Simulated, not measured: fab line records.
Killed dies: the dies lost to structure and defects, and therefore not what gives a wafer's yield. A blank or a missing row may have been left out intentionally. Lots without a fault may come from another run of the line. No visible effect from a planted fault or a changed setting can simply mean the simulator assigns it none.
A lot that was struck, set against a sound lot :: flow n5_finfet :: 14 out of 1938 route steps
Sound: wafers L283.1, L283.4, L283.6. Struck: wafer L292.2. (L292.4, L292.6 of the same lot were not struck and are left out.) The cause comes at the end.
Each step with rows lists, per side, the tool, then ch with its chambers, then its first start. Under that, the readings that differ: sound wafers :: struck wafers :: difference of the means :: sigmas: that difference in standard deviations of wafers without a fault.
alike: readings whose means differ by less than 2 such deviations, and words and numbers that are the same on both sides. not compared: withheld readings, readings that some wafer has no value for, bounds like >300 that may hide the same value, and numbers for which the record gives no deviation and whose values overlap.
The two part at a step that has a row with sigmas, a row that says differs or no value, or rows on one side only. Numbers that don't overlap but have no deviation are shown without sigmas and don't part them. Lack of a reading on every wafer of one side parts them only where that side has two or more wafers.

first, 3 steps without rows for these wafers: N5_BEOL_M15_PEB_26 (peb time 90 s); N5_BEOL_M15_DEVELOP_27 (develop time 45 s); N5_BEOL_M15_HARDBAKE_32 (time 120 s).
N5_BEOL_M15_CD_MEAS_28 targets a cd of 407.6 nm.
  sound on cd_sem-03 ch 0, day 12 13:53; struck on cd_sem-01 ch 0, day 15 06:23
  alike: cd_nm
N5_BEOL_M15_OVL_MEAS_29:
  sound on overlay-01 ch 0, day 12 13:55; struck on overlay-01 ch 0, day 15 06:25
  alike: M15_OVL
N5_BEOL_M15_INSPECT_30: inspects for defects (macro).
  sound on defect_inspect-02 at day 12 13:57; struck on defect_inspect-01 at day 15 06:26
  alike: raw_defect_count
N5_BEOL_M15_DESCUM_33: chemistry O2, time 7.9 s.
  sound on rie_diel-01 ch 0,3, day 12 14:01; struck on rie_diel-04 ch 3, day 15 06:28
  alike: chamber_pressure_mTorr, drypump_motor_current_A, oes_product_au, rf_vpp_V, showerhead_plenum_p_Torr, throttle_valve_pct
  not compared: rf_hours_counter_h
N5_BEOL_M15_ETCH_61: etches BARC in N2/H2, target depth 89 nm, overetch 26.7 nm, time 67.9 s.
  sound on rie_diel-01 ch 0,3, day 12 14:03; struck on rie_diel-04 ch 3, day 15 06:30
  alike: chamber_pressure_mTorr, drypump_motor_current_A, oes_product_au, rf_vpp_V, showerhead_plenum_p_Torr, throttle_valve_pct
  not compared: rf_hours_counter_h
N5_BEOL_M15_TRENCH_ETCH_34: etches SiO2 in C4F8/O2/Ar, target depth 872.93 nm, time 199 s.
  sound on rie_diel-01 ch 0,3, day 12 14:07; struck on rie_diel-04 ch 3, day 15 06:33
  alike: C4F8_flow_sccm, chamber_pressure_mTorr, drypump_motor_current_A, mfc_ar_sccm, oes_o_777_au, oes_product_au, rf_vpp_V, showerhead_plenum_p_Torr, throttle_valve_pct
  not compared: rf_hours_counter_h
then, 1 step without rows for these wafers: N5_BEOL_M15_STRIP_36 (strips in O2).
N5_BEOL_M15_STRIP_62: strips in O2.
  sound: rie_diel-06 ch 0,1,2; struck: rie_diel-06 ch 1
  alike: chamber_pressure_mTorr, drypump_motor_current_A, oes_product_au, rf_vpp_V, showerhead_plenum_p_Torr, throttle_valve_pct
  not compared: rf_hours_counter_h
N5_BEOL_M15_STRIP_37: strips in O2.
  sound on rie_diel-06 ch 0,1,2, day 12 16:44; struck on rie_diel-06 ch 1, day 15 08:13
reading: chamber_pressure_mTorr (mTorr)
sound: 29.93 29.98 30.01
struck: 21.02
difference: -8.95
sigmas: -99 or more

reading: rf_vpp_V (V)
sound: 4.4 3.7 3.8
struck: 5.3
difference: +1.3
sigmas: +2
  alike: drypump_motor_current_A, oes_product_au, showerhead_plenum_p_Torr, throttle_valve_pct
  not compared: rf_hours_counter_h
N5_BEOL_M15_ETCH_38: etches SiCN in CF4/N2, target depth 106.4 nm, time 120.5 s.
  sound: rie_diel-06 ch 0,1,2; struck: rie_diel-06 ch 1
  alike: chamber_pressure_mTorr, drypump_motor_current_A, mfc_ar_sccm, oes_product_au, rf_vpp_V, showerhead_plenum_p_Torr, throttle_valve_pct
  not compared: rf_hours_counter_h
then, 1 step without rows for these wafers: N5_PASSIVATION_PROBE_49.

## WHERE THEY PART
Only at N5_BEOL_M15_STRIP_37, within this record. Later steps at which nothing parts them and some readings are alike: N5_BEOL_M15_ETCH_38.

WHY: what had been put in by the simulator
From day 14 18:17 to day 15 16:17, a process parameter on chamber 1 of rie_diel-06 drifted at N5_BEOL_M15_STRIP_37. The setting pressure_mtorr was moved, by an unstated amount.
